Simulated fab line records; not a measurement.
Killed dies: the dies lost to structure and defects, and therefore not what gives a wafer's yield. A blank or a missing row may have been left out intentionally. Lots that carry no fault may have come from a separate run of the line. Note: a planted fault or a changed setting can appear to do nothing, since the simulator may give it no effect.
Check of tool commonality	flow nandHarc	1 lot, 3 wafers sampled

== WHY THIS WAS OPENED ==
At NHARC_END_SORT_01 the reading killedAtPeriphery is flagged on 1 of 1 lot. Wafers without a fault read 2.9, standard deviation 1.9.
Rule: a lot gets a flag if all its wafers with a number sit over 4 standard deviations from that mean, or if no wafer of it has a number. The other lots count as sound.

lot	measured	on	killedAtPeriphery, wafer by wafer	flag
L637	day 22 19:01	prober-01	661 657 648	FLAGGED
The numbers of the flagged lots are 655.3 on average: +652.4 against the usual, or +99 or more standard deviations.

== LOT BY LOT: THE TOOL USED ==
The record holds 4 process steps before the reading, out of a route of 1159 steps. Read each cell as the tool, then ch plus the chambers that the sampled wafers visited, then the start.
lot	flag	NHARC_P_GATE_DEP_103	NHARC_P_GATE_STRIP_108	NHARC_P_GATE_EXPOSE_56	NHARC_P_GATE_STRIP_112
L637	FLAGGED	pecvd-03 ch 1,2, day 8 01:07	rieDiel-07 ch 0,1, day 8 02:38	krfScanner-01 ch 0, day 8 18:11	plasmaAsher-01 ch 0,1, day 8 19:20
What is done by these steps:
- NHARC_P_GATE_DEP_103: deposits SiON, target thk 30 nm.
- NHARC_P_GATE_STRIP_108: strips in O2.
- NHARC_P_GATE_EXPOSE_56: exposes mask P PSD, target cd 720 nm.
- NHARC_P_GATE_STRIP_112: strips in N2/H2, time 200 s.
- NHARC_END_SORT_01

== FLAGGED AGAINST TOTAL, ONE TOOL AT A TIME (gauges that did the reading follow at the end) ==
step	tool	lots run	flagged	share of the flagged lots	sound lots run after its first flagged lot
NHARC_P_GATE_DEP_103	pecvd-03	1	1	all	0
NHARC_P_GATE_STRIP_108	rieDiel-07	1	1	all	0
NHARC_P_GATE_EXPOSE_56	krfScanner-01	1	1	all	0
NHARC_P_GATE_STRIP_112	plasmaAsher-01	1	1	all	0
NHARC_END_SORT_01	prober-01	1	1	all	0

== WHAT IS ALLOWED BY THE TABLE ==
5 rows of the table ran every flagged lot: pecvd-03 at NHARC_P_GATE_DEP_103, rieDiel-07 at NHARC_P_GATE_STRIP_108, krfScanner-01 at NHARC_P_GATE_EXPOSE_56, plasmaAsher-01 at NHARC_P_GATE_STRIP_112, prober-01 at NHARC_END_SORT_01.
- pecvd-03 at NHARC_P_GATE_DEP_103: 1 of its 1 lot flagged. Because this sample shows no sound lot run on it before its first flagged lot, the start cannot be pinned down more closely.
- rieDiel-07 at NHARC_P_GATE_STRIP_108: 1 of its 1 lot flagged. Because this sample shows no sound lot run on it before its first flagged lot, the start cannot be pinned down more closely.
- krfScanner-01 at NHARC_P_GATE_EXPOSE_56: 1 of its 1 lot flagged. Because this sample shows no sound lot run on it before its first flagged lot, the start cannot be pinned down more closely.
- plasmaAsher-01 at NHARC_P_GATE_STRIP_112: 1 of its 1 lot flagged. Because this sample shows no sound lot run on it before its first flagged lot, the start cannot be pinned down more closely.
- prober-01 at NHARC_END_SORT_01: 1 of its 1 lot flagged. Because this sample shows no sound lot run on it before its first flagged lot, the start cannot be pinned down more closely.
Counting lots can't tell these 5 tools apart, because each fits a fault that began at some hour. More lots, or a look at what each step does to the wafer, might.

== WHAT THE SIMULATOR HAD PUT IN ==
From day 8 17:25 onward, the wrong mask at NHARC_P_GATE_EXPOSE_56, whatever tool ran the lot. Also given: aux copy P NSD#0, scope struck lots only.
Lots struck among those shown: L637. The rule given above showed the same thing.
